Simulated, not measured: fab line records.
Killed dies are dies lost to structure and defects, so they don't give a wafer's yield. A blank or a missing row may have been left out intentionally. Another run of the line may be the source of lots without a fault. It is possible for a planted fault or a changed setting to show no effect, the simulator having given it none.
Which tool was responsible? / flow n5_finfet / 12 lots with 36 wafers sampled at 5 steps, on a route of 1938 steps

## WHAT EACH GAUGE READ, for each wafer
The record lacks any reading of a measuring or inspecting step that a usual standard deviation could be used to judge.

## WHAT TOOL EACH LOT RAN ON (gives the tool, then ch and the chambers of the sampled wafers, and finally the start)
lot=L882; N5_BEOL_M5_ANNEAL_89=pvd_sputter-02, day 9 15:12; N5_BEOL_M5_PRE_CLEAN_77=cvd_co-02 ch 0,1, day 9 17:03; N5_BEOL_M6_ILD_DEP_00=pecvd-03 ch 0,1, day 9 17:20; N5_BEOL_M6_EXPOSE_08=arfi_scanner-02 ch 0, day 9 18:24; N5_PASSIVATION_PROBE_49=prober-01, day 13 06:19
lot=L885; N5_BEOL_M5_ANNEAL_89=pvd_sputter-03, day 11 12:31; N5_BEOL_M5_PRE_CLEAN_77=cvd_co-02 ch 1,2, day 11 14:23; N5_BEOL_M6_ILD_DEP_00=pecvd-03 ch 0,1,2, day 11 14:40; N5_BEOL_M6_EXPOSE_08=arfi_scanner-01 ch 0, day 11 16:05; N5_PASSIVATION_PROBE_49=prober-02, day 15 05:37
lot=L887; N5_BEOL_M5_ANNEAL_89=pvd_sputter-01, day 12 10:40; N5_BEOL_M5_PRE_CLEAN_77=cvd_co-01 ch 0,1, day 12 12:30; N5_BEOL_M6_ILD_DEP_00=pecvd-03 ch 0,1,2, day 12 12:49; N5_BEOL_M6_EXPOSE_08=arfi_scanner-02 ch 0, day 12 13:49; N5_PASSIVATION_PROBE_49=-
lot=L888; N5_BEOL_M5_ANNEAL_89=pvd_sputter-03, day 12 17:05; N5_BEOL_M5_PRE_CLEAN_77=cvd_co-02 ch 0,1, day 12 19:15; N5_BEOL_M6_ILD_DEP_00=pecvd-02 ch 0,2, day 12 19:32; N5_BEOL_M6_EXPOSE_08=arfi_scanner-02 ch 0, day 12 20:51; N5_PASSIVATION_PROBE_49=-
lot=L891; N5_BEOL_M5_ANNEAL_89=pvd_sputter-01, day 13 16:32; N5_BEOL_M5_PRE_CLEAN_77=cvd_co-02 ch 0,1,2, day 13 18:22; N5_BEOL_M6_ILD_DEP_00=pecvd-03 ch 0,1, day 13 18:40; N5_BEOL_M6_EXPOSE_08=arfi_scanner-03 ch 0, day 13 22:32; N5_PASSIVATION_PROBE_49=-
lot=L883; N5_BEOL_M5_ANNEAL_89=pvd_sputter-02, day 14 08:49; N5_BEOL_M5_PRE_CLEAN_77=cvd_co-02 ch 1,2, day 14 10:43; N5_BEOL_M6_ILD_DEP_00=pecvd-04 ch 1,2, day 14 11:02; N5_BEOL_M6_EXPOSE_08=arfi_scanner-03 ch 0, day 14 14:10; N5_PASSIVATION_PROBE_49=-
lot=L897; N5_BEOL_M5_ANNEAL_89=pvd_sputter-01, day 14 12:59; N5_BEOL_M5_PRE_CLEAN_77=cvd_co-01 ch 0,1, day 14 14:56; N5_BEOL_M6_ILD_DEP_00=pecvd-04 ch 1,2, day 14 15:13; N5_BEOL_M6_EXPOSE_08=arfi_scanner-02 ch 0, day 14 17:49; N5_PASSIVATION_PROBE_49=-
lot=L898; N5_BEOL_M5_ANNEAL_89=pvd_sputter-02, day 15 05:56; N5_BEOL_M5_PRE_CLEAN_77=cvd_co-02 ch 0,2, day 15 07:46; N5_BEOL_M6_ILD_DEP_00=pecvd-03 ch 0,1,2, day 15 08:07; N5_BEOL_M6_EXPOSE_08=arfi_scanner-02 ch 0, day 15 10:53; N5_PASSIVATION_PROBE_49=-
lot=L895; N5_BEOL_M5_ANNEAL_89=pvd_sputter-01, day 15 14:31; N5_BEOL_M5_PRE_CLEAN_77=cvd_co-02 ch 0,2, day 15 16:21; N5_BEOL_M6_ILD_DEP_00=pecvd-04 ch 0,1, day 15 16:41; N5_BEOL_M6_EXPOSE_08=arfi_scanner-01 ch 0, day 15 18:29; N5_PASSIVATION_PROBE_49=prober-02, day 19 17:52
lot=L899; N5_BEOL_M5_ANNEAL_89=pvd_sputter-02, day 15 15:49; N5_BEOL_M5_PRE_CLEAN_77=cvd_co-01 ch 1,2, day 15 17:40; N5_BEOL_M6_ILD_DEP_00=pecvd-02 ch 0,1,2, day 15 17:57; N5_BEOL_M6_EXPOSE_08=arfi_scanner-02 ch 0, day 15 19:41; N5_PASSIVATION_PROBE_49=prober-02, day 20 05:29
lot=L902; N5_BEOL_M5_ANNEAL_89=pvd_sputter-02, day 15 20:15; N5_BEOL_M5_PRE_CLEAN_77=cvd_co-01 ch 0,1,2, day 15 22:10; N5_BEOL_M6_ILD_DEP_00=pecvd-02 ch 0,2, day 15 22:28; N5_BEOL_M6_EXPOSE_08=arfi_scanner-01 ch 0, day 16 00:14; N5_PASSIVATION_PROBE_49=prober-02, day 20 05:59
lot=L904; N5_BEOL_M5_ANNEAL_89=pvd_sputter-01, day 16 00:43; N5_BEOL_M5_PRE_CLEAN_77=cvd_co-01 ch 0,2, day 16 02:52; N5_BEOL_M6_ILD_DEP_00=pecvd-04 ch 0,1,2, day 16 03:10; N5_BEOL_M6_EXPOSE_08=arfi_scanner-01 ch 0, day 16 05:20; N5_PASSIVATION_PROBE_49=prober-01, day 20 08:31
- N5_BEOL_M5_ANNEAL_89: time 1800 s.
- N5_BEOL_M5_PRE_CLEAN_77: time 15 s.
- N5_BEOL_M6_ILD_DEP_00: deposits SiCOH lowk from DEMS/porogen, target thk 179.75 nm, time 33.4 s.
- N5_BEOL_M6_EXPOSE_08: exposes mask M6.
- N5_PASSIVATION_PROBE_49

## AS READ BY THE TOOLS THEMSELVES (means over the sampled wafers that have a number; for cases with no such wafer, the mark the record gives instead)
N5_BEOL_M5_ANNEAL_89. Usual: heater_power_w at 807 W, with a standard deviation of 64.
lot=L882; tool=pvd_sputter-02; heater_power_w (W)=796; flag=
lot=L885; tool=pvd_sputter-03; heater_power_w (W)=801; flag=
lot=L887; tool=pvd_sputter-01; heater_power_w (W)=827; flag=
lot=L888; tool=pvd_sputter-03; heater_power_w (W)=768; flag=
lot=L891; tool=pvd_sputter-01; heater_power_w (W)=810; flag=
lot=L883; tool=pvd_sputter-02; heater_power_w (W)=758; flag=
lot=L897; tool=pvd_sputter-01; heater_power_w (W)=808; flag=
lot=L898; tool=pvd_sputter-02; heater_power_w (W)=782; flag=
lot=L895; tool=pvd_sputter-01; heater_power_w (W)=857; flag=
lot=L899; tool=pvd_sputter-02; heater_power_w (W)=763; flag=
lot=L902; tool=pvd_sputter-02; heater_power_w (W)=799; flag=
lot=L904; tool=pvd_sputter-01; heater_power_w (W)=836; flag=

N5_BEOL_M5_PRE_CLEAN_77. Usual: heater_power_w at 87 W, with a standard deviation of 9.1.
lot=L882; tool=cvd_co-02; heater_power_w (W)=97; flag=
lot=L885; tool=cvd_co-02; heater_power_w (W)=92; flag=
lot=L887; tool=cvd_co-01; heater_power_w (W)=80; flag=
lot=L888; tool=cvd_co-02; heater_power_w (W)=93; flag=
lot=L891; tool=cvd_co-02; heater_power_w (W)=91; flag=
lot=L883; tool=cvd_co-02; heater_power_w (W)=84; flag=
lot=L897; tool=cvd_co-01; heater_power_w (W)=82; flag=
lot=L898; tool=cvd_co-02; heater_power_w (W)=87; flag=
lot=L895; tool=cvd_co-02; heater_power_w (W)=87; flag=
lot=L899; tool=cvd_co-01; heater_power_w (W)=89; flag=
lot=L902; tool=cvd_co-01; heater_power_w (W)=85; flag=
lot=L904; tool=cvd_co-01; heater_power_w (W)=89; flag=

N5_BEOL_M6_ILD_DEP_00. Usual: heater_power_w 335 W, standard deviation 46; showerhead_plenum_p_Torr 5.742 Torr, standard deviation 0.021; throttle_valve_pct 14.2 %, standard deviation 0.75.
lot=L882; tool=pecvd-03; heater_power_w (W)=317; showerhead_plenum_p_Torr (Torr)=5.732; throttle_valve_pct (%)=14.1; flag=
lot=L885; tool=pecvd-03; heater_power_w (W)=326; showerhead_plenum_p_Torr (Torr)=5.741; throttle_valve_pct (%)=13.6; flag=
lot=L887; tool=pecvd-03; heater_power_w (W)=311; showerhead_plenum_p_Torr (Torr)=5.726; throttle_valve_pct (%)=13.5; flag=
lot=L888; tool=pecvd-02; heater_power_w (W)=308; showerhead_plenum_p_Torr (Torr)=5.753; throttle_valve_pct (%)=13.7; flag=
lot=L891; tool=pecvd-03; heater_power_w (W)=322; showerhead_plenum_p_Torr (Torr)=5.736; throttle_valve_pct (%)=14.0; flag=
lot=L883; tool=pecvd-04; heater_power_w (W)=346; showerhead_plenum_p_Torr (Torr)=5.767; throttle_valve_pct (%)=14.7; flag=
lot=L897; tool=pecvd-04; heater_power_w (W)=348; showerhead_plenum_p_Torr (Torr)=5.758; throttle_valve_pct (%)=15.1; flag=
lot=L898; tool=pecvd-03; heater_power_w (W)=325; showerhead_plenum_p_Torr (Torr)=5.748; throttle_valve_pct (%)=13.7; flag=
lot=L895; tool=pecvd-04; heater_power_w (W)=398; showerhead_plenum_p_Torr (Torr)=5.747; throttle_valve_pct (%)=15.1; flag=
lot=L899; tool=pecvd-02; heater_power_w (W)=308; showerhead_plenum_p_Torr (Torr)=5.738; throttle_valve_pct (%)=14.3; flag=
lot=L902; tool=pecvd-02; heater_power_w (W)=322; showerhead_plenum_p_Torr (Torr)=5.726; throttle_valve_pct (%)=13.7; flag=
lot=L904; tool=pecvd-04; heater_power_w (W)=348; showerhead_plenum_p_Torr (Torr)=5.751; throttle_valve_pct (%)=14.3; flag=

N5_BEOL_M6_EXPOSE_08. Usual: exposure_dose_mJ_cm2 at 68.19, with a standard deviation of 0.071.
lot=L882 tool=arfi_scanner-02 exposure_dose_mJ_cm2=68.29 flag=
lot=L885 tool=arfi_scanner-01 exposure_dose_mJ_cm2=68.17 flag=
lot=L887 tool=arfi_scanner-02 exposure_dose_mJ_cm2=68.16 flag=
lot=L888 tool=arfi_scanner-02 exposure_dose_mJ_cm2=68.25 flag=
lot=L891 tool=arfi_scanner-03 exposure_dose_mJ_cm2=68.17 flag=
lot=L883 tool=arfi_scanner-03 exposure_dose_mJ_cm2=68.11 flag=
lot=L897 tool=arfi_scanner-02 exposure_dose_mJ_cm2=65.85 flag=OFF
lot=L898 tool=arfi_scanner-02 exposure_dose_mJ_cm2=66.30 flag=OFF
lot=L895 tool=arfi_scanner-01 exposure_dose_mJ_cm2=68.15 flag=
lot=L899 tool=arfi_scanner-02 exposure_dose_mJ_cm2=66.67 flag=OFF
lot=L902 tool=arfi_scanner-01 exposure_dose_mJ_cm2=68.13 flag=
lot=L904 tool=arfi_scanner-01 exposure_dose_mJ_cm2=68.19 flag=

N5_PASSIVATION_PROBE_49. Usual: defect_limited_yield 90.9 %, standard deviation 1.4; killed_at_M0_to_M3 38, standard deviation 11; killed_at_M4_up 13, standard deviation 5.9; killed_at_contacts 14, standard deviation 6.4; killed_at_front_end 38, standard deviation 11; killed_at_other 3.3, standard deviation 2.5; killed_dies 107, standard deviation 16; killed_open 70, standard deviation 12; killed_short 35, standard deviation 7.7; sort_bin_5_function 5.3 %, standard deviation 0.94; sort_bin_6_memory 3.5 %, standard deviation 0.7; sort_n_pass 1073, standard deviation 16; sort_yield_pct 90.9 %, standard deviation 1.4.
lot=L882; tool=prober-01; defect_limited_yield (%)=91.9; killed_at_M0_to_M3=25; killed_at_M4_up=13; killed_at_contacts=6; killed_at_front_end=48; killed_at_other=4.3; killed_dies=96; killed_open=58; killed_short=37; sort_bin_5_function (%)=4.9; sort_bin_6_memory (%)=3.0; sort_n_pass=1084; sort_yield_pct (%)=91.9; flag=
lot=L885; tool=prober-02; defect_limited_yield (%)=92.1; killed_at_M0_to_M3=31; killed_at_M4_up=14; killed_at_contacts=12; killed_at_front_end=36; killed_at_other=0.7; killed_dies=94; killed_open=61; killed_short=27; sort_bin_5_function (%)=4.2; sort_bin_6_memory (%)=3.4; sort_n_pass=1086; sort_yield_pct (%)=92.1; flag=
lot=L895; tool=prober-02; defect_limited_yield (%)=90.3; killed_at_M0_to_M3=51; killed_at_M4_up=10; killed_at_contacts=16; killed_at_front_end=36; killed_at_other=1.3; killed_dies=114; killed_open=76; killed_short=38; sort_bin_5_function (%)=5.6; sort_bin_6_memory (%)=3.8; sort_n_pass=1066; sort_yield_pct (%)=90.3; flag=
lot=L899; tool=prober-02; defect_limited_yield (%)=89.0; killed_at_M0_to_M3=52; killed_at_M4_up=12; killed_at_contacts=11; killed_at_front_end=50; killed_at_other=4.0; killed_dies=129; killed_open=81; killed_short=47; sort_bin_5_function (%)=6.3; sort_bin_6_memory (%)=4.2; sort_n_pass=1051; sort_yield_pct (%)=89.0; flag=
lot=L902; tool=prober-02; defect_limited_yield (%)=93.1; killed_at_M0_to_M3=34; killed_at_M4_up=7; killed_at_contacts=10; killed_at_front_end=25; killed_at_other=5.0; killed_dies=81; killed_open=57; killed_short=23; sort_bin_5_function (%)=3.5; sort_bin_6_memory (%)=3.2; sort_n_pass=1099; sort_yield_pct (%)=93.1; flag=
lot=L904; tool=prober-01; defect_limited_yield (%)=90.8; killed_at_M0_to_M3=38; killed_at_M4_up=14; killed_at_contacts=19; killed_at_front_end=36; killed_at_other=2.0; killed_dies=109; killed_open=69; killed_short=39; sort_bin_5_function (%)=5.6; sort_bin_6_memory (%)=3.4; sort_n_pass=1071; sort_yield_pct (%)=90.8; flag=

## THE ANSWER, worked out from the rows above alone
Rule: a lot counts as off when the mean over its wafers that have a number is more than 3 standard deviations away from the usual mean. A lot without any number at a reading at which 4 lots or more have one is off too. The other lots that the step has rows for count as sound. The gauges are gone through in route order, then the tools' own readings, and for those a lot's mean is taken as printed above. The first step at which some lot is off is used, and at that step the reading that is off furthest; a lot without a number counts as furthest.
Off at N5_BEOL_M6_EXPOSE_08 (exposure_dose_mJ_cm2): L897, L898, L899.
A tool fits if, at that step or a process step before it, it ran every lot that is off, and no sound lot after the first of them. One fits: arfi_scanner-02 at N5_BEOL_M6_EXPOSE_08. A fault onset in the window from L888 (day 12 20:51, its last sound lot) to L897 (day 14 17:49, its first lot off) fits.
The tool's own readings at N5_BEOL_M6_EXPOSE_08 bear it out: on the lots that are off they differ by more than 5 times the standard deviation of the sound lots' means. exposure_dose_mJ_cm2 reads 66.27 there against 68.18 on the sound lots.

## WHAT THE SIMULATOR HAD INSERTED
Process parameter drift: arfi_scanner-02, from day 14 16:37 on, at N5_BEOL_M6_EXPOSE_08. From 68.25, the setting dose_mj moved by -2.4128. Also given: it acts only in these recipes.
Shown lots that were struck: L897, L898, L899. The rule above found the same.
